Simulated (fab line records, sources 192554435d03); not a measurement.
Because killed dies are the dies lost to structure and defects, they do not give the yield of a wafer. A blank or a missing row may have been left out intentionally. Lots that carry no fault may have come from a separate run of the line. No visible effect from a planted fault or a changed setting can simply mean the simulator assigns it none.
The tool behind it: which one? :: flow n5 finfet :: 32 wafers sampled from 11 lots at 1 step of a route of 1938

== WHAT THE GAUGES SHOWED, per wafer ==
N5_BEOL_M6_OCD_MEAS_38.
lot: L499
measured: day 8 19:50
on: ocd-02
trench depth nm (nm): 93.5 94.5

lot: L502
measured: day 9 11:49
on: ocd-01
trench depth nm (nm): 93.4 90.6 96.4

lot: L504
measured: day 9 18:56
on: ocd-01
trench depth nm (nm): 93.3 91.1 97.7

lot: L506
measured: day 10 09:11
on: ocd-02
trench depth nm (nm): 91.8 96.7 94.2

lot: L509
measured: day 11 05:50
on: ocd-02
trench depth nm (nm): 94.1 90.5 94.0

lot: L510
measured: day 11 10:05
on: ocd-01
trench depth nm (nm): 97.6 95.1 93.8

lot: L511
measured: day 11 11:59
on: ocd-02
trench depth nm (nm): 96.2 90.9 94.0

lot: L512
measured: day 12 07:02
on: ocd-01
trench depth nm (nm): 92.2 95.1 94.9

lot: L520
measured: day 14 00:10
on: ocd-02
trench depth nm (nm): 94.5 97.0 94.2

lot: L521
measured: day 14 23:15
on: ocd-01
trench depth nm (nm): 95.8 93.3 94.2

lot: L522
measured: day 14 23:39
on: ocd-01
trench depth nm (nm): 95.9 94.9 96.7

== WHICH TOOL RAN EACH LOT (tool, then ch and the chambers of the sampled wafers, then the start) ==
Record: no process step prior to these readings.

== THE ANSWER, worked out from the rows above alone ==
Rule: the usual values come from the lots themselves. The widest of any qualifying gaps counts: lots, ordered by their means at a reading, are off when they make up no more than a third of the lots, leave a main group of 4 or more, and stand apart from it by 3 or more times the standard deviation of that group's means. A main group whose means are all the same, to the digits that the tables above print for the reading, isn't used. A lot without any number at a reading at which 4 lots or more have one is off too. Any other lot the step has rows for is counted as sound.
None of the lots is off at any reading shown; this tells nothing.

== WHAT THE SIMULATOR HAD PUT IN ==
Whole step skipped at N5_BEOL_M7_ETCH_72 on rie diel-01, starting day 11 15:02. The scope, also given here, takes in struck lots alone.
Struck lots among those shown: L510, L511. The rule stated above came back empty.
